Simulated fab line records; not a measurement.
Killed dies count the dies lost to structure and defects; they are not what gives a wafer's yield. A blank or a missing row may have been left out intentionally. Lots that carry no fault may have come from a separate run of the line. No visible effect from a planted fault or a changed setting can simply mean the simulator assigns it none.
Lot-split experiment	flow n5-finfet	on a route of 1938 steps: 7 lots, 21 wafers read

## ABOUT THE SPLIT
At N5_FIN_SAQP_HM_DEP_72 (deposits SiO2 from SiH4/N2O, target thk 12 nm, time 7.2 s), the setting time-s was moved away from the recipe's 7.2 s on 6 of the 21 wafers read, by -7.3% to +14.6%. The other wafers ran this setting at the recipe's value.

## FROM THE SPLIT TO THE READING: what the file shows between them, 4 steps
- N5_FIN_SAQP_DESCUM_21: chemistry O2, time 7.9 s (also split here: time-s)
- N5_FIN_SAQP_ETCH_51: etches SiARC in CF4, target depth 45.5 nm, time 75.8 s
- N5_FIN_SAQP_ETCH_52: etches SOC in N2/H2, target depth 100 nm, overetch 20 nm, time 150 s
- N5_FIN_SAQP_STRIP_53: strips in N2/H2

## THE READING
etch.depth-nm (the simulator's own value, which no gauge read), in nm, at N5_FIN_SAQP_HM_OPEN_73 (chemistry CHF3/O2, target SiO2, stops on a-Si, target depth 12 nm, time 16.8 s). The file gives no usual value for it. The 15 wafers here that ran the recipe average 12.03 nm, standard deviation 0.18 nm.

wafer	tool, chamber at the split	time-s as run, s	against the recipe	etch.depth-nm, nm	against lot-mates on the recipe
L074.4	pecvd-03, 0	6.673	-7.3%	11.41	-0.84
L074.5	pecvd-03, 1	7.2	recipe	12.25	-
L074.6	pecvd-03, 2	6.673	-7.3%	11.19	-1.06
L075.2	pecvd-02, 0	7.637	+6.1%	12.52	+0.65
L075.3	pecvd-02, 2	7.2	recipe	11.85	-
L075.4	pecvd-02, 0	7.2	recipe	11.89	-
L084.3	pecvd-03, 1	7.2	recipe	12.33	-
L084.5	pecvd-03, 2	7.2	recipe	11.84	-
L084.6	pecvd-03, 1	7.2	recipe	12.41	-
L088.1	pecvd-04, 0	7.2	recipe	11.8	-
L088.3	pecvd-04, 1	8.25	+14.6%	13.57	+1.68
L088.5	pecvd-04, 0	7.2	recipe	11.97	-
L091.1	pecvd-04, 2	7.2	recipe	11.93	-
L091.2	pecvd-04, 1	8.193	+13.8%	13.44	+1.42
L091.5	pecvd-04, 2	7.2	recipe	12.12	-
L093.1	pecvd-04, 2	7.2	recipe	12.04	-
L093.2	pecvd-04, 0	7.2	recipe	11.86	-
L093.5	pecvd-04, 0	7.2	recipe	12.08	-
L097.4	pecvd-04, 0	7.2	recipe	12.05	-
L097.5	pecvd-04, 1	6.916	-3.9%	11.44	-0.63
L097.6	pecvd-04, 2	7.2	recipe	12.1	-

FIT RESULTS
A straight line over all 21 wafers: etch.depth-nm changes by +0.103 nm for each +1% of time-s; r = +0.96; the points scatter about the line by 0.17 nm.
The same after taking each lot's own level away (the mean of its wafers on the recipe; 21 wafers): +0.115 nm for each +1%; r = +0.98; scatter 0.14 nm.
The reading moves by 1.7 nm for the largest change in time-s, on that fit.
The span of the lots' own levels, 11.870 to 12.250 nm, comes to 2.1 times the standard deviation stated above.
In other words, the slope is changed by the lot-to-lot level; the two fits disagree.
Check: with one of the wafers moved furthest among these (+14.6%) left out of the fit, the line predicts +1.63 nm for it against its lot-mates. It came out at +1.68 nm against them.

## THESE WAFERS: OTHER SPLITS
Note: prior to the reading, these wafers also went through further splits. Each is held against what the fit with the lots' levels taken away leaves over:
other split on the same wafers	wafers away from the commonest value	r with etch.depth-nm (lot level and that fit taken away)
N5_WELL_APT_COAT_02 spin-rpm	5	+0.15
N5_PMOS_HMC_CHANNEL_EPI_COAT_31 spin-rpm	6	+0.15
N5_PMOS_HMC_CHANNEL_EPI_DEVELOP_08 develop-time-s	10	-0.06
N5_FIN_SAQP_DESCUM_21 time-s	4	+0.07

## THE WHOLE CHAIN: every reading that the file lists as answering this split, in the file's order
step	what it does	reading	change (the file's fit)	r (the file's)
N5_FIN_SAQP_HM_DEP_72	deposits SiO2 from SiH4/N2O, target thk 12 nm, time 7.2 s	SiO2_of_FIN_SAQP_HM_DEP_72.thk-nm (the simulator's own value, which no gauge read)	+0.113 nm for each +1% of the setting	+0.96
N5_FIN_SAQP_HM_OPEN_73	chemistry CHF3/O2, target SiO2, stops on a-Si, target depth 12 nm, time 16.8 s	etch.depth-nm (the simulator's own value, which no gauge read)	+0.113 nm for each +1% of the setting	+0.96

## THE FILE'S OWN FIT
etch.depth-nm changes by +0.113 nm for each +1% of time-s, r = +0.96.
